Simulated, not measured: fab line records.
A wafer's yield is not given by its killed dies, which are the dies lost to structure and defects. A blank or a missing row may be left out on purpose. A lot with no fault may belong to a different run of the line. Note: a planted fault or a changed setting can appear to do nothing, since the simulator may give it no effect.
Tool commonality check | flow nandHarc | 30 wafers sampled across 10 lots

== WHAT PROMPTED THE OPENING ==
At NHARC_A_CHANNEL_HOLE_D2_CD_MEAS_31 the reading cdNm is flagged on 2 of 10 lots. Fault-free wafers read 89.4 nm, with a standard deviation of 1.3.
Rule: a lot is flagged in two cases, either no wafer of it has a number, or all its wafers with numbers fall more than 4 standard deviations from that mean. The other lots count as sound.

lot  | measured     | on       | cdNm (nm), wafer by wafer | flag
L411 | day 15 01:32 | cdSem-03 | 90.0 88.4 89.3            | 
L410 | day 15 01:32 | cdSem-01 | 89.3 89.5 89.9            | 
L414 | day 16 11:31 | cdSem-01 | 90.0 90.3 89.4            | 
L415 | day 16 16:52 | cdSem-01 | 89.8 88.5 90.0            | 
L416 | day 17 17:16 | cdSem-01 | 91.5 88.9 90.5            | 
L417 | day 18 12:01 | cdSem-03 | -0.2 1.4 0.8              | FLAGGED
L420 | day 19 07:23 | cdSem-03 | 0.0 -0.1 0.5              | FLAGGED
L429 | day 23 00:03 | cdSem-03 | 90.8 90.6 89.2            | 
L428 | day 23 03:22 | cdSem-02 | 89.6 91.7 88.8            | 
L430 | day 23 12:48 | cdSem-01 | 87.9 89.6 89.0            | 
The numbers of the flagged lots are 0.4 nm on average: -89.0 nm against the usual, or -68 standard deviations.

== WHICH TOOL EACH LOT WENT THROUGH ==
The record holds 3 process steps before the reading, out of a route of 1302 steps. In each cell: the tool, then ch and the chambers that the sampled wafers went through, then the start.
lot  | flag    | NHARC_A_CHANNEL_HOLE_D2_ETCH_20 | NHARC_A_CHANNEL_HOLE_D2_ETCH_25 | NHARC_A_CHANNEL_HOLE_D2_ETCH_26
L411 |         | harEtch-02 ch 0,1, day 14 19:43 | harEtch-02 ch 0,1, day 14 22:36 | harEtch-02 ch 0,1, day 14 23:22
L410 |         | harEtch-01 ch 0,1, day 14 20:13 | harEtch-01 ch 0,1, day 14 23:12 | harEtch-01 ch 0,1, day 14 23:52
L414 |         | harEtch-01 ch 0,1, day 16 06:10 | harEtch-01 ch 0,1, day 16 09:02 | harEtch-01 ch 0,1, day 16 09:49
L415 |         | harEtch-02 ch 1, day 16 11:31   | harEtch-02 ch 1, day 16 14:24   | harEtch-02 ch 1, day 16 15:10
L416 |         | harEtch-01 ch 0,1, day 17 11:51 | harEtch-01 ch 0,1, day 17 14:38 | harEtch-01 ch 0,1, day 17 15:31
L417 | FLAGGED | harEtch-02 ch 0,1, day 18 06:37 | harEtch-02 ch 0,1, day 18 09:24 | harEtch-02 ch 0,1, day 18 10:16
L420 | FLAGGED | harEtch-02 ch 0,1, day 19 02:00 | harEtch-02 ch 0,1, day 19 04:47 | harEtch-02 ch 0,1, day 19 05:39
L429 |         | harEtch-02 ch 0,1, day 22 18:31 | harEtch-02 ch 0,1, day 22 21:18 | harEtch-02 ch 0,1, day 22 22:10
L428 |         | harEtch-01 ch 0,1, day 22 21:56 | harEtch-01 ch 0,1, day 23 01:01 | harEtch-01 ch 0,1, day 23 01:34
L430 |         | harEtch-02 ch 0,1, day 23 07:29 | harEtch-02 ch 0,1, day 23 10:28 | harEtch-02 ch 0,1, day 23 11:07
What the steps here do:
- NHARC_A_CHANNEL_HOLE_D2_ETCH_20: etches the open film in C4F8/O2/Ar, time 361.9 s, target depth 1600 nm.
- NHARC_A_CHANNEL_HOLE_D2_ETCH_25: etches the open film in C4F8/O2/Ar, time 1040.2 s, target depth 1500 nm.
- NHARC_A_CHANNEL_HOLE_D2_ETCH_26: etches the open film in C4F8/O2/Ar, time 224.1 s, target depth 300 nm.
- NHARC_A_CHANNEL_HOLE_D2_CD_MEAS_31

== FLAGGED AGAINST TOTAL, ONE TOOL AT A TIME (gauges that did the reading follow at the end) ==
step                               | tool       | lots run | flagged | share of the flagged lots | sound lots run after its first flagged lot
NHARC_A_CHANNEL_HOLE_D2_ETCH_20    | harEtch-01 | 4        | 0       | none                      | -
NHARC_A_CHANNEL_HOLE_D2_ETCH_20    | harEtch-02 | 6        | 2       | all                       | 2 (L429,L430)
NHARC_A_CHANNEL_HOLE_D2_ETCH_25    | harEtch-01 | 4        | 0       | none                      | -
NHARC_A_CHANNEL_HOLE_D2_ETCH_25    | harEtch-02 | 6        | 2       | all                       | 2 (L429,L430)
NHARC_A_CHANNEL_HOLE_D2_ETCH_26    | harEtch-01 | 4        | 0       | none                      | -
NHARC_A_CHANNEL_HOLE_D2_ETCH_26    | harEtch-02 | 6        | 2       | all                       | 2 (L429,L430)
NHARC_A_CHANNEL_HOLE_D2_CD_MEAS_31 | cdSem-01   | 5        | 0       | none                      | -
NHARC_A_CHANNEL_HOLE_D2_CD_MEAS_31 | cdSem-02   | 1        | 0       | none                      | -
NHARC_A_CHANNEL_HOLE_D2_CD_MEAS_31 | cdSem-03   | 4        | 2       | all                       | 1 (L429)

== THE TABLE: WHAT IT ALLOWS ==
4 rows of the table ran every flagged lot: harEtch-02 at NHARC_A_CHANNEL_HOLE_D2_ETCH_20, harEtch-02 at NHARC_A_CHANNEL_HOLE_D2_ETCH_25, harEtch-02 at NHARC_A_CHANNEL_HOLE_D2_ETCH_26, cdSem-03 at NHARC_A_CHANNEL_HOLE_D2_CD_MEAS_31.
- harEtch-02 at NHARC_A_CHANNEL_HOLE_D2_ETCH_20: 2 of its 6 lots flagged. Sound lots ran on it after the first flagged one (L429, L430), which a lasting fault on the whole tool wouldn't allow.
- harEtch-02 at NHARC_A_CHANNEL_HOLE_D2_ETCH_25: 2 of its 6 lots flagged. Sound lots ran on it after the first flagged one (L429, L430), which a lasting fault on the whole tool wouldn't allow. On the flagged lots its readings are blank where sound lots have values: c4f8FlowSccm, chamberPressureMTorr, drypumpMotorCurrentA, heBacksideLeakSccm and 3 more.
- harEtch-02 at NHARC_A_CHANNEL_HOLE_D2_ETCH_26: 2 of its 6 lots flagged. Sound lots ran on it after the first flagged one (L429, L430), which a lasting fault on the whole tool wouldn't allow.
- cdSem-03 at NHARC_A_CHANNEL_HOLE_D2_CD_MEAS_31: 2 of its 4 lots flagged. Sound lots ran on it after the first flagged one (L429), which a lasting fault on the whole tool wouldn't allow.
Not one row of the table ran every flagged lot while running no sound lot after the first.

== WHAT HAD BEEN PUT IN BY THE SIMULATOR ==
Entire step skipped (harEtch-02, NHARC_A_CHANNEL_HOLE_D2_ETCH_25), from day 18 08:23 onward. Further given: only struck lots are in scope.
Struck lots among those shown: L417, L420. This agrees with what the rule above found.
